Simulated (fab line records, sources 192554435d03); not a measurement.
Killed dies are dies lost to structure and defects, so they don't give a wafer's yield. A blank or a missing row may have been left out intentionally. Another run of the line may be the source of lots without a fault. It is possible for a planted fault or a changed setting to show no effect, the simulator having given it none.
Matching of chambers :: flow n5 finfet :: N5_HKMG_FIN_WET_ETCH_65 on wet bench-04: 6 sister chambers
The step etches a-Si in TMAH, stops on TiN, time 49 s, target depth 3 nm. 14 wafers are shown with their chamber, then 5 later ones without.

== WAFERS PAIRED WITH THEIR CHAMBERS ==
wafer: L256.3
chamber: 0
bath heat duty pct (%): 13.2
bath guard temp C (C): 70.0

wafer: L256.4
chamber: 1
bath heat duty pct (%): 13.9
bath guard temp C (C): 70.1

wafer: L256.6
chamber: 2
bath heat duty pct (%): 9.9
bath guard temp C (C): 70.2

wafer: L262.4
chamber: 3
bath heat duty pct (%): 14.6
bath guard temp C (C): 70.1

wafer: L262.5
chamber: 1
bath heat duty pct (%): 13.9
bath guard temp C (C): 69.7

wafer: L262.6
chamber: 6
bath heat duty pct (%): 12.6
bath guard temp C (C): 69.8

wafer: L264.2
chamber: 2
bath heat duty pct (%): 9.8
bath guard temp C (C): 70.0

wafer: L264.4
chamber: 0
bath heat duty pct (%): 13.8
bath guard temp C (C): 70.2

wafer: L264.5
chamber: 5
bath heat duty pct (%): 12.7
bath guard temp C (C): 70.1

wafer: L275.1
chamber: 2
bath heat duty pct (%): 9.3
bath guard temp C (C): 70.2

wafer: L275.3
chamber: 3
bath heat duty pct (%): 15.1
bath guard temp C (C): 70.1

wafer: L275.4
chamber: 1
bath heat duty pct (%): 13.5
bath guard temp C (C): 70.1

wafer: L276.3
chamber: 1
bath heat duty pct (%): 14.4
bath guard temp C (C): 70.0

wafer: L276.4
chamber: 5
bath heat duty pct (%): 15.0
bath guard temp C (C): 69.9

SIGNATURES, as means of the wafers listed above
reading: bath heat duty pct
chamber 0: 13.500
chamber 1: 13.925
chamber 2: 9.667
chamber 3: 14.850
chamber 5: 13.850
chamber 6: 12.600
scatter within a chamber: 0.667

reading: bath guard temp C
chamber 0: 70.100
chamber 1: 69.975
chamber 2: 70.133
chamber 3: 70.100
chamber 5: 70.000
chamber 6: 69.800
scatter within a chamber: 0.148
Rule: distance of a wafer from a chamber = root of the sum over the readings of ((wafer's reading minus chamber's mean) / reading's scatter) squared. The wafer belongs to the nearest chamber; if the next one is less than 2 further off, it can't be placed. The scatter: take each reading less its chamber's mean, square it, sum over the shown wafers, divide by the number of wafers less the number of chambers, and take the root.

== WAFERS MISSING THEIR CHAMBER ==
wafer: L276.6
bath heat duty pct (%): 13.0
bath guard temp C (C): 70.0

wafer: L277.5
bath heat duty pct (%): 13.9
bath guard temp C (C): 70.5

wafer: L277.6
bath heat duty pct (%): 13.6
bath guard temp C (C): 69.1

wafer: L279.2
bath heat duty pct (%): 9.3
bath guard temp C (C): 69.7

wafer: L279.5
bath heat duty pct (%): 13.2
bath guard temp C (C): 70.2

== EACH ONE'S CHAMBER ==
wafer: L276.6
from the rows above: can't be placed: 0 or 5 or 1 or 6 or 3
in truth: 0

wafer: L277.5
from the rows above: can't be placed: 0 or 3 or 5 or 1
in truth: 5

wafer: L277.6
from the rows above: can't be placed: 6 or 1 or 5 or 0
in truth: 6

wafer: L279.2
from the rows above: 2
in truth: 2

wafer: L279.5
from the rows above: can't be placed: 0 or 5 or 1 or 3
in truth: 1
Placed correctly: 1 of 5. These rows do not allow placing 4 (true chamber among the candidates in 4). Number placed wrongly: 0.
